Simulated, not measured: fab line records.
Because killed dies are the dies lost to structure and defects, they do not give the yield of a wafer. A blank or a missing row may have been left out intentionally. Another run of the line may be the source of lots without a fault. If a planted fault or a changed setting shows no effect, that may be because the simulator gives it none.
Tool commonality check -- flow nand_harc -- 12 lots, 36 wafers sampled

REASON IT WAS OPENED
At NHARC_A_ONON_D1_THK_MEAS_18 the reading thk_nm is flagged on 2 of 12 lots. Fault-free wafers read 1002 nm, with a standard deviation of 11.
Rule: a lot is flagged when every wafer of it that has a number lies more than 4 standard deviations from that mean, or none has a number. The rest of the lots are taken to be sound.

lot,measured,on,"thk_nm (nm), wafer by wafer",flag
L716,day 8 12:02,film_metro-01,987 986 986,
L715,day 8 12:02,film_metro-02,1011 1011 1012,
L717,day 8 23:19,film_metro-02,996 996 998,
L718,day 9 07:56,film_metro-01,1007 1005 1006,
L719,day 9 16:28,film_metro-01,1012 1014 1011,
L720,day 10 18:54,film_metro-02,1014 1012 1011,
L722,day 11 00:16,film_metro-02,992 991 992,
L723,day 11 16:48,film_metro-01,1019 1021 1019,
L732,day 15 06:03,film_metro-01,1533 1533 1532,FLAGGED
L733,day 15 17:36,film_metro-02,1535 1536 1536,FLAGGED
L735,day 16 12:32,film_metro-02,1011 1009 1009,
L738,day 17 17:32,film_metro-02,976 976 978,
On average the flagged lots' numbers are 1534 nm, which is +532 nm against the usual, or +48 standard deviations.

WHICH TOOL RAN EACH LOT
2 process steps preceding the reading are held in the record, out of 1302 steps in the route. Each cell gives the tool, then ch followed by the chambers the sampled wafers passed through, then the start.
lot,flag,NHARC_A_ZERO_WELL_ETCH_19,NHARC_A_ONON_D1_DEP_16
L716,,"rie_diel-08 ch 0,2,3, day 7 06:36","pecvd_onon-03 ch 0, day 8 11:35"
L715,,"rie_diel-02 ch 0,3, day 7 03:41","pecvd_onon-04 ch 0, day 8 11:38"
L717,,"rie_diel-09 ch 2,3, day 7 14:40","pecvd_onon-04 ch 0, day 8 22:49"
L718,,"rie_diel-09 ch 0,3, day 7 22:29","pecvd_onon-01 ch 0, day 9 07:25"
L719,,"rie_diel-08 ch 0,1,2, day 8 08:28","pecvd_onon-03 ch 0, day 9 16:05"
L720,,"rie_diel-09 ch 0,1, day 9 04:46","pecvd_onon-01 ch 0, day 10 18:31"
L722,,"rie_diel-09 ch 0,3, day 9 15:08","pecvd_onon-04 ch 0, day 10 23:48"
L723,,"rie_diel-09 ch 1,2,3, day 10 07:20","pecvd_onon-01 ch 0, day 11 16:21"
L732,FLAGGED,"rie_diel-09 ch 1,2,3, day 13 19:41","pecvd_onon-01 ch 0, day 15 05:32"
L733,FLAGGED,"rie_diel-09 ch 0,2,3, day 14 06:43","pecvd_onon-01 ch 0, day 15 17:10"
L735,,"rie_diel-08 ch 1,2,3, day 15 00:55","pecvd_onon-04 ch 0, day 16 12:05"
L738,,"rie_diel-09 ch 1,2,3, day 16 10:20","pecvd_onon-03 ch 0, day 17 17:01"
These steps, and what they do:
- NHARC_A_ZERO_WELL_ETCH_19: etches the open film in N2/H2, target depth 80 nm, overetch 24 nm, time 87.88 s.
- NHARC_A_ONON_D1_DEP_16: target thk 1000 nm.
- NHARC_A_ONON_D1_THK_MEAS_18: measures by ellipsometry.

FLAGGED OVER TOTAL, TOOL BY TOOL (the gauges that took the reading come last)
step,tool,lots run,flagged,share of the flagged lots,sound lots run after its first flagged lot
NHARC_A_ZERO_WELL_ETCH_19,rie_diel-02,1,0,none,-
NHARC_A_ZERO_WELL_ETCH_19,rie_diel-08,3,0,none,-
NHARC_A_ZERO_WELL_ETCH_19,rie_diel-09,8,2,all,1 (L738)
NHARC_A_ONON_D1_DEP_16,pecvd_onon-01,5,2,all,0
NHARC_A_ONON_D1_DEP_16,pecvd_onon-03,3,0,none,-
NHARC_A_ONON_D1_DEP_16,pecvd_onon-04,4,0,none,-
NHARC_A_ONON_D1_THK_MEAS_18,film_metro-01,5,1,some,0
NHARC_A_ONON_D1_THK_MEAS_18,film_metro-02,7,1,some,"2 (L735,L738)"

THE TABLE: WHAT IT ALLOWS
Every flagged lot went through 2 rows of the table: rie_diel-09 at NHARC_A_ZERO_WELL_ETCH_19 and pecvd_onon-01 at NHARC_A_ONON_D1_DEP_16.
- rie_diel-09 at NHARC_A_ZERO_WELL_ETCH_19: 2 of its 8 lots flagged. Sound lots followed the first flagged one (L738) on it, something a lasting fault affecting the whole tool could not allow.
- pecvd_onon-01 at NHARC_A_ONON_D1_DEP_16: 2 of its 5 lots flagged. Its last sound lot is L723 (day 11 16:21), its first flagged lot L732 (day 15 05:32): a fault that began between those two fits.
What remains is a single tool, pecvd_onon-01 at NHARC_A_ONON_D1_DEP_16.

WHAT WAS PUT IN BY THE SIMULATOR
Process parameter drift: pecvd_onon-01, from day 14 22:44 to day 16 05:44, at NHARC_A_ONON_D1_DEP_16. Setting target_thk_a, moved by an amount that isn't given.
Shown lots that were struck: L732, L733. The rule above found the same.
